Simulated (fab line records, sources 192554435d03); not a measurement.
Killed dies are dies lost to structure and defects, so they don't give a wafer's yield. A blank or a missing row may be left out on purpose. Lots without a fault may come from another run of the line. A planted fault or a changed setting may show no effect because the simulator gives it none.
Which tool did it? | flow n5_finfet | 11 lots, 33 wafers sampled, at 5 steps of a route of 1938

WHAT THE GAUGES READ, wafer by wafer
N5_BEOL_M8_INSPECT_13: inspects for defects (brightfield).
lot  | measured     | on                | raw_defect_count
L074 | day 9 08:31  | defect_inspect-02 | 414 353 331
L076 | day 9 20:50  | defect_inspect-01 | 440 390 295
L080 | day 11 01:31 | defect_inspect-02 | 399 407 371
L082 | day 11 05:43 | defect_inspect-02 | 372 355 415
L086 | day 12 13:22 | defect_inspect-02 | 351 265 326
L089 | day 12 21:03 | defect_inspect-02 | 417 599 348
L088 | day 13 01:40 | defect_inspect-01 | 452 338 375
L091 | day 13 19:38 | defect_inspect-01 | 286 283 354
L092 | day 14 01:27 | defect_inspect-01 | 585 416 553
L097 | day 15 01:29 | defect_inspect-01 | 399 441 413
L096 | day 15 05:28 | defect_inspect-01 | 340 384 376

WHICH TOOL RAN EACH LOT (tool, then ch and the chambers of the sampled wafers, then the start)
lot  | N5_BEOL_M7_STRIP_67                | N5_BEOL_M7_STRIP_19                | N5_BEOL_M7_VIA_ETCH_34             | N5_BEOL_M7_STRIP_80
L074 | rie_diel-02 ch 0,1, day 8 23:05    | rie_diel-02 ch 0,2,3, day 8 23:24  | rie_diel-01 ch 1,2,3, day 9 01:29  | rie_diel-01 ch 1,2,3, day 9 08:31 or earlier
L076 | rie_diel-02 ch 0,1,2, day 9 13:43  | rie_diel-01 ch 0,1, day 9 14:05    | rie_diel-02 ch 2,3, day 9 15:46    | rie_diel-02 ch 2,3, day 9 20:50 or earlier
L080 | rie_diel-01 ch 0,2,3, day 10 16:45 | rie_diel-06 ch 0,1,3, day 10 16:56 | rie_diel-02 ch 0,2,3, day 10 18:37 | rie_diel-02 ch 0,2,3, day 11 01:31 or earlier
L082 | rie_diel-01 ch 0,1, day 10 22:11   | rie_diel-01 ch 0,2, day 10 22:26   | rie_diel-01 ch 0,1,2, day 11 00:37 | rie_diel-01 ch 0,1,2, day 11 05:43 or earlier
L086 | rie_diel-01 ch 2,3, day 12 04:26   | rie_diel-02 ch 0,1,2, day 12 04:52 | rie_diel-02 ch 0,3, day 12 06:30   | rie_diel-02 ch 0,3, day 12 13:22 or earlier
L089 | rie_diel-02 ch 0,1,2, day 12 13:01 | rie_diel-02 ch 0,2,3, day 12 13:18 | rie_diel-02 ch 1,2,3, day 12 15:09 | rie_diel-02 ch 1,2,3, day 12 21:03 or earlier
L088 | rie_diel-06 ch 0,2,3, day 12 16:53 | rie_diel-06 ch 0,2,3, day 12 17:02 | rie_diel-02 ch 0,2,3, day 12 19:56 | rie_diel-02 ch 0,2,3, day 13 01:40 or earlier
L091 | rie_diel-06 ch 1,2,3, day 13 12:59 | rie_diel-02 ch 0,2,3, day 13 13:10 | rie_diel-02 ch 1,2,3, day 13 15:07 | rie_diel-02 ch 1,2,3, day 13 19:38 or earlier
L092 | rie_diel-01 ch 0,1,3, day 13 18:23 | rie_diel-02 ch 0,3, day 13 18:33   | rie_diel-02 ch 0,1,2, day 13 19:17 | rie_diel-02 ch 0,1,2, day 14 01:27 or earlier
L097 | rie_diel-02 ch 0,1,3, day 14 14:07 | rie_diel-01 ch 0,1,2, day 14 14:17 | rie_diel-01 ch 0,3, day 14 19:06   | rie_diel-01 ch 0,3, day 15 01:29 or earlier
L096 | rie_diel-06 ch 0,2, day 14 23:31   | rie_diel-06 ch 2,3, day 14 23:40   | rie_diel-02 ch 0,1,3, day 15 00:58 | rie_diel-02 ch 0,1,3, day 15 05:28 or earlier
- N5_BEOL_M7_STRIP_67: strips in CF4.
- N5_BEOL_M7_STRIP_19: strips in O2.
- N5_BEOL_M7_VIA_ETCH_34: etches SiCOH lowk in C4F6/O2, target depth 125.5 nm, time 50.5 s.
- N5_BEOL_M7_STRIP_80: strips in N2/H2, time 10 s.

THE ANSWER, worked out from the rows above alone
Rule: what is usual is taken from the lots themselves. Put in order of their means at a reading, lots are off if they are a third of the lots or fewer, leave a main group of 4 or more, and stand apart from it by a gap of 3 or more times the standard deviation of the main group's means; of several such gaps the widest counts. A main group whose means are all the same, to the digits that the tables above print for the reading, isn't used. A lot without any number at a reading at which 4 lots or more have one is off too. The other lots that the step has rows for count as sound.
No lot is off at any reading shown: from this, nothing can be told.

WHAT THE SIMULATOR HAD PUT IN
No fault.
